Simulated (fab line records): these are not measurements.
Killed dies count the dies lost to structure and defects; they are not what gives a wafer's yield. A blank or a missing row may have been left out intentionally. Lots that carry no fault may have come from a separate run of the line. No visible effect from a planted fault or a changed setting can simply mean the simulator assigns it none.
Chamber matching ; flow nandHarc ; rieDiel-01 running NHARC_A_WL_FILL_STRIP_29: 4 sister chambers
The step strips in O2, time 20 s. 18 wafers are shown with their chamber, then 9 later ones without.

WAFERS, EACH WITH ITS CHAMBER
wafer;chamber;drypumpMotorCurrentA (A);oesProductAu (a.u.);rfVppV (V)
L076.1;3;5.76;1.015;57.5
L076.3;1;5.86;0.988;55.6
L076.4;0;6.05;1.005;58.4
L079.3;0;6.09;1.003;58.4
L079.5;2;6.36;1.010;56.8
L079.6;3;5.75;1.009;57.5
L085.2;1;5.87;1.029;57.7
L085.3;0;6.11;1.001;57.9
L085.6;3;5.77;0.999;57.3
L087.1;0;6.10;0.985;59.4
L087.2;1;5.90;1.020;58.5
L087.6;3;5.78;0.998;58.1
L086.1;3;5.76;1.004;58.7
L086.3;0;6.06;0.995;57.4
L086.4;1;5.89;1.021;56.5
L088.1;1;5.89;1.025;57.2
L088.3;2;6.37;1.003;57.7
L088.5;3;5.77;1.009;57.5

SIGNATURES, as means of the wafers listed above
reading;chamber 0;chamber 1;chamber 2;chamber 3;scatter within a chamber
drypumpMotorCurrentA;6.0820;5.8820;6.3650;5.7650;0.0176
oesProductAu;0.99780;1.01660;1.00650;1.00567;0.0106
rfVppV;58.300;57.100;57.250;57.767;0.8
Rule: a wafer lies at a distance from a chamber equal to the root of the sum of squares, over the readings, of (its reading less the chamber's mean, divided by the reading's scatter). If the next closest chamber is less than 2 further off than the closest, the wafer can't be placed; otherwise it belongs to the closest. How the scatter is found: for the shown wafers, subtract from each reading the mean of its chamber, square and add these, divide the total by (wafers less chambers), then take the root.

WAFERS MISSING THEIR CHAMBER
wafer;drypumpMotorCurrentA (A);oesProductAu (a.u.);rfVppV (V)
L091.4;5.87;1.022;56.6
L091.5;5.77;1.000;57.5
L091.6;6.33;1.005;59.5
L096.1;6.10;1.001;57.1
L096.4;6.33;0.998;57.1
L096.6;5.78;1.006;57.7
L097.1;6.38;0.991;57.4
L097.3;5.77;1.002;57.6
L097.4;5.87;1.004;57.3

EACH ONE'S CHAMBER
wafer;from the rows above;in truth
L091.4;1;1
L091.5;3;3
L091.6;2;2
L096.1;0;0
L096.4;2;2
L096.6;3;3
L097.1;2;2
L097.3;3;3
L097.4;1;1
9 of 9 placed correctly. Not placeable from these rows: 0. Wrongly placed: 0.
